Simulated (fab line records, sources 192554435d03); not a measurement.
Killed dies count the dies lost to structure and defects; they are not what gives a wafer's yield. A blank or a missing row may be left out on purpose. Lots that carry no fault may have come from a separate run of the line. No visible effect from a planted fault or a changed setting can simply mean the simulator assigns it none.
8D (eight disciplines) problem report, filled in by code    flow n5Finfet    the parts of the form that need people (team, actions taken, sign-off) are left out

== 1. WHAT IS WRONG ==
Wafers without a fault read 61.2 nm, standard deviation 1.2; thkNm at N5_SD_EPI_P_EPI_MEAS_23 reads a mean of 76.5 nm on 4 wafers belonging to 2 lots. Measured from the usual mean, that is +13 standard deviations.
First seen on wafer L622.1, day 6 10:07, on filmMetro-01. The record holds 42 wafers of 14 lots with a number at this step. Rule for "out" (also "out of limits"): further than 4 standard deviations from the usual mean. Any other wafer with a number is counted as sound.

== 2. WHAT IT IS, WHAT IT ISN'T ==
question                     is                              is not
which readings at this step  thkNm                           -
which lots                   L622, L624                      L611, L613, L614, L616, L619, L620, L623, L627, L630, L631, L632, L633
which wafers of those lots   L622.1, L622.4, L624.1, L624.2  L622.3, L624.3
read on which gauges         filmMetro-01                    filmMetro-02
when                         from day 6 10:07                up to then (19 sound wafers); but 19 sound wafers of L623, L624, L627, L630, L631, L632, L633 came after

== 3. THE SUSPECTS, EACH WITH WHAT RULES IT OUT ==
Counting: if a tool at a process step up to the reading ran every lot that is out, it stays a suspect. Sound lots after the first of them don't rule it out here, since some wafers of a struck lot are sound.
- the gauge at N5_SD_EPI_P_EPI_MEAS_23: ruled out. All the wafers that are out were read on filmMetro-01, but those of them that N5_BEOL_M4_RC_MEAS_101 has rows for are out there too, on other tools.
- rieDiel-05 at N5_SD_EPI_P_ETCH_47 (etches SiOCN in CH3F/O2, target depth 25 nm): kept. Ran every lot that is out, first one L622 (day 6 07:03); last sound lot up to then L616 (day 4 22:01).
- rieDiel-05 at N5_SD_EPI_P_ETCH_16 (etches SiO2 in CHF3/O2, target depth 5 nm): kept. Ran every lot that is out, first one L622 (day 6 07:09); last sound lot up to then L616 (day 4 22:07).
- epiRpcvd-03 at N5_SD_EPI_P_EPI_21 (deposits SiGe:B, time 355 s): kept. Ran every lot that is out, first one L622 (day 6 07:54); last sound lot up to then L616 (day 4 22:51).
- Within rieDiel-05 at N5_SD_EPI_P_ETCH_47: the wafers that are out ran in chambers 0, 1, 3; their sound lot-mates ran in chamber 2.
- Within rieDiel-05 at N5_SD_EPI_P_ETCH_16: the wafers that are out ran in chambers 0, 1, 3; their sound lot-mates ran in chamber 2.
After the count, these remain: rieDiel-05 at N5_SD_EPI_P_ETCH_47, rieDiel-05 at N5_SD_EPI_P_ETCH_16 and epiRpcvd-03 at N5_SD_EPI_P_EPI_21.

== 4. THE CAUSE (what the simulator had put in) ==
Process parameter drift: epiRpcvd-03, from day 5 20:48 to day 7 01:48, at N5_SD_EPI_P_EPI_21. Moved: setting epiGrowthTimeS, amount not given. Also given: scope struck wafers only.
This tool is one of the 3 suspects left after counting.

== 5. SEQUENCE OF EFFECTS, ordered by route ==
One row per reading whose mean, taken over the struck wafers that have a number, lies over 3 standard deviations from the usual. Only readings for which the record gives a usual standard deviation are gone through. hours: the time from each lot's start at the first step in this table that gives one to its start at this step, as a median over the lots. sigmas: the change in usual standard deviations.
hours  step                         reading  usual        on struck wafers  change  sigmas
0      N5_SD_EPI_P_EPI_MEAS_23      thkNm    61.2 nm      76.5              +15.3   +13
1      N5_SD_ACTIVATION_RS_MEAS_03  RS_SD_P  55.8 ohm/sq  43.9              -11.9   -13
137    N5_BEOL_M4_RC_MEAS_101       RS_SD_P  65.4 ohm/sq  51.6              -13.8   -13

== 6. WHAT WOULD HAVE CAUGHT IT SOONER ==
The first out-of-limits reading at a measuring or inspecting step in this record came at day 6 10:07, 13 hours after the fault's start at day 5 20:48.
Lots out: 2; of these, L624 started N5_SD_EPI_P_EPI_21 on epiRpcvd-03 after day 6 10:07. Had the tool been put on hold then, it would have been spared.
